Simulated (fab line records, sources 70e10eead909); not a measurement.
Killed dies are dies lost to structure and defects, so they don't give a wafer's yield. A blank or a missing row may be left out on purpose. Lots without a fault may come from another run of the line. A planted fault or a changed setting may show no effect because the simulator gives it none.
Which tool did it? | flow nand_harc | 11 lots, 33 wafers sampled, at 1 step of a route of 1302

WHAT THE GAUGES READ, wafer by wafer
NHARC_P_START_INSPECT_01.
lot  | measured     | on                | raw_defect_count
L538 | day 1 20:02  | defect_inspect-01 | 3 3 6
L543 | day 3 22:02  | defect_inspect-01 | 9 2 3
L544 | day 4 08:02  | defect_inspect-01 | 2 6 7
L545 | day 4 18:02  | defect_inspect-01 | 4 5 3
L548 | day 6 00:02  | defect_inspect-02 | 4 4 2
L549 | day 6 10:02  | defect_inspect-02 | 5 3 6
L550 | day 6 20:02  | defect_inspect-02 | 7 1 4
L551 | day 7 06:03  | defect_inspect-01 | 5 5 3
L554 | day 8 12:02  | defect_inspect-01 | 6 6 5
L557 | day 9 18:02  | defect_inspect-02 | 0 4 3
L559 | day 10 14:02 | defect_inspect-01 | 2 3 2

WHICH TOOL RAN EACH LOT (tool, then ch and the chambers of the sampled wafers, then the start)
The record holds no process step before these readings.

THE ANSWER, worked out from the rows above alone
Rule: what is usual is taken from the lots themselves. Put in order of their means at a reading, lots are off if they are a third of the lots or fewer, leave a main group of 4 or more, and stand apart from it by a gap of 3 or more times the standard deviation of the main group's means; of several such gaps the widest counts. A main group whose means are all the same, to the digits that the tables above print for the reading, isn't used. A lot without any number at a reading at which 4 lots or more have one is off too. The other lots that the step has rows for count as sound.
No lot is off at any reading shown: from this, nothing can be told.

WHAT THE SIMULATOR HAD PUT IN
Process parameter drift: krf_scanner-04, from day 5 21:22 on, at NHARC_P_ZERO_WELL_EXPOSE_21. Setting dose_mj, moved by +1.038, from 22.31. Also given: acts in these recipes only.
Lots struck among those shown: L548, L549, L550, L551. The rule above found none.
